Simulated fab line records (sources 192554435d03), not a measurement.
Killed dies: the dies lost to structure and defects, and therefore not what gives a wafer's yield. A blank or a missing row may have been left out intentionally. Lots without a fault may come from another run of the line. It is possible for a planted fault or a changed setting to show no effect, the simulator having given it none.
A lot that was struck, set against a sound lot / flow n5Finfet / 39 steps out of a route of 1938
Sound: these wafers, L120.3, L120.5, L120.6. Struck: wafer L110.5 (left out: L110.3, a lot-mate that was not struck); the cause follows at the end.
Each step with rows lists, per side, the tool, then ch with its chambers, then its first start. Under that, the readings that differ: sound wafers / struck wafers / difference of the means / sigmas: that difference in standard deviations of wafers without a fault.
alike: words and numbers the same on both sides, and readings whose means are apart by under 2 such deviations; not compared: readings that were withheld, readings missing a value for some wafer, numbers with overlapping values and no deviation given by the record, and bounds like >300 which may hide the same value.
Wherever a step has rows on one side only, a row that says differs or no value, or a row with sigmas, the two part there. When numbers do not overlap yet have no deviation, they are printed without sigmas and do not part them. A reading missing from all wafers of one side parts the sides only when that side holds two or more wafers.

first, 9 steps without rows for these wafers: N5_BEOL_M4_ANNEAL_95 (time 240 s); N5_BEOL_M4_SPUTTER_96 (material Cu, target thk 4.5 nm, time 8.29 s); N5_BEOL_M4_ECD_50 (material Cu, target thk 300 nm); N5_BEOL_M4_ANNEAL_51 (time 90 s); N5_BEOL_M4_CMP_52 (polishes, stops on SiOC, t overpolish 6.8 s, target thk 40 nm); N5_BEOL_M4_PRE_CLEAN_60 (time 15 s); N5_BEOL_M4_CO_CAP_55 (material Co, precursor CCTBA/H2, target thk 2 nm, time 102.1 s); N5_BEOL_M4_PRE_CLEAN_56 (time 15 s); N5_BEOL_M4_DEP_57 (deposits SiCN from 3MS/NH3, target thk 8 nm, time 14 s).
N5_BEOL_M4_RC_MEAS_101:
  sound on prober-02 ch 0, day 13 12:26; struck on prober-01 ch 0, day 10 23:54
reading=DIBL_P (mV/V); sound=32.3 33.5 31.7; struck=39.9; difference=+7.4; sigmas=+4
reading=IOFF_N (nA/um); sound=0.148 0.160 0.131; struck=0.225; difference=+0.079; sigmas=+3
reading=IOFF_P (nA/um); sound=0.16 0.18 0.16; struck=0.28; difference=+0.11; sigmas=+3
reading=ION_N (uA/um); sound=665 679 664; struck=694; difference=+25; sigmas=+2
reading=ION_P (uA/um); sound=447 456 454; struck=471; difference=+19; sigmas=+3
reading=SS_N (mV/dec); sound=71.3 71.4 71.5; struck=72.7; difference=+1.3; sigmas=+2
reading=VT_N (mV); sound=253.0 248.1 250.8; struck=243.7; difference=-6.9; sigmas=-3
reading=VT_P (mV); sound=-256 -256 -254; struck=-246; difference=+9; sigmas=+3
  alike: DIBL_N, SS_P
then, 24 steps without rows for these wafers: N5_BEOL_M5_ILD_DEP_00 (deposits SiCOH lowk from DEMS/porogen, target thk 140.64 nm, time 25.9 s); N5_BEOL_M5_CURE_79 (cures SiCOH lowk, time 240 s); N5_BEOL_M5_PECVD_70 (deposits SiO2 from TEOS/O2, target thk 16 nm, time 18 s); N5_BEOL_M5_HM_DEP_02 (deposits TiN, target thk 20 nm); N5_BEOL_M5_COAT_59 (time 60 s, resist thk 60 nm); N5_BEOL_M5_COAT_60 (time 60 s, resist thk 12 nm); N5_BEOL_M5_COAT_71 (time 60 s, resist thk 5 nm); N5_BEOL_M5_COAT_05 (resist thk 30 nm); N5_BEOL_M5_EBR_07; N5_BEOL_M5_SOFTBAKE_06 (time 60 s); N5_BEOL_M5_EXPOSE_08 (exposes mask M5, target cd 28 nm); N5_BEOL_M5_PEB_09 (peb time 60 s); N5_BEOL_M5_DEVELOP_10 (develop time 30 s); N5_BEOL_M5_DESCUM_16 (chemistry O2, time 7 s); N5_BEOL_M5_ETCH_72 (etches underlayer in N2/H2, target depth 6.5 nm, time 5.2 s); N5_BEOL_M5_ETCH_61 (etches SiARC in CF4, target depth 15.6 nm, time 26 s); N5_BEOL_M5_ETCH_62 (etches SOC in N2/H2, target depth 75 nm, overetch 15 nm, time 112.5 s); N5_BEOL_M5_STRIP_63 (strips in N2/H2); N5_BEOL_M5_STRIP_73 (strips in N2/H2); N5_BEOL_M5_STRIP_64 (strips in CF4); N5_BEOL_M5_HM_OPEN_17 (chemistry Cl2/BCl3, target TiN, target depth 20 nm, overetch 6 nm); N5_BEOL_M5_STRIP_19 (strips in O2); N5_BEOL_M5_COAT_65 (time 60 s, resist thk 60 nm); N5_BEOL_M5_COAT_66 (time 60 s, resist thk 12 nm).
-- here the record skips 4 days between the struck wafers' starts before and after, leaving off in module BEOL_M5 and picking up in module BEOL_M15 (first step shown: number 1800 of the route) --
N5_BEOL_M15_EXPOSE_25: exposes mask M15, target cd 400 nm.
  sound on krfScanner-02 ch 0, day 17 14:41; struck on krfScanner-02 ch 0, day 14 22:59
  alike: mask
N5_BEOL_M15_CD_MEAS_28: the cd target is 407.6 nm.
  sound on cdSem-01 ch 0, day 17 14:51; struck on cdSem-03 ch 0, day 14 23:09
reading=cdNm (nm); sound=406.8 406.5 406.7; struck=546.4; difference=+139.7; sigmas=+93
N5_BEOL_M15_DESCUM_33: chemistry O2, time 7.9 s.
  sound on rieDiel-02 ch 1,2, day 17 15:14; struck on rieDiel-02 ch 1, day 14 23:19
reading=model.BEOL_M15.cdNm (nm); sound=406.8 406.2 407; struck=546.4; difference=+139.7; sigmas=
  alike: drypumpMotorCurrentA, oesProductAu, rfVppV, showerheadPlenumPTorr, throttleValvePct
  not compared: rfHoursCounterH
N5_BEOL_M15_ETCH_38: etches SiCN in CF4/N2, target depth 106.4 nm, time 120.5 s.
  sound on rieDiel-02 ch 1,2; struck on rieDiel-02 ch 3
reading=model.BEOL_M15.cdNm (nm); sound=399.2 398.8 400; struck=538.4; difference=+139.1; sigmas=
  alike: drypumpMotorCurrentA, oesProductAu, rfVppV, showerheadPlenumPTorr, throttleValvePct
  not compared: rfHoursCounterH
N5_PASSIVATION_PROBE_49:
  record: rows for the struck wafers here (prober-01, day 15 21:16), none for the sound ones

WHERE THEY PART
At N5_BEOL_M4_RC_MEAS_101 first; at N5_PASSIVATION_PROBE_49 last (within this record only).

WHY: whatever the simulator had introduced
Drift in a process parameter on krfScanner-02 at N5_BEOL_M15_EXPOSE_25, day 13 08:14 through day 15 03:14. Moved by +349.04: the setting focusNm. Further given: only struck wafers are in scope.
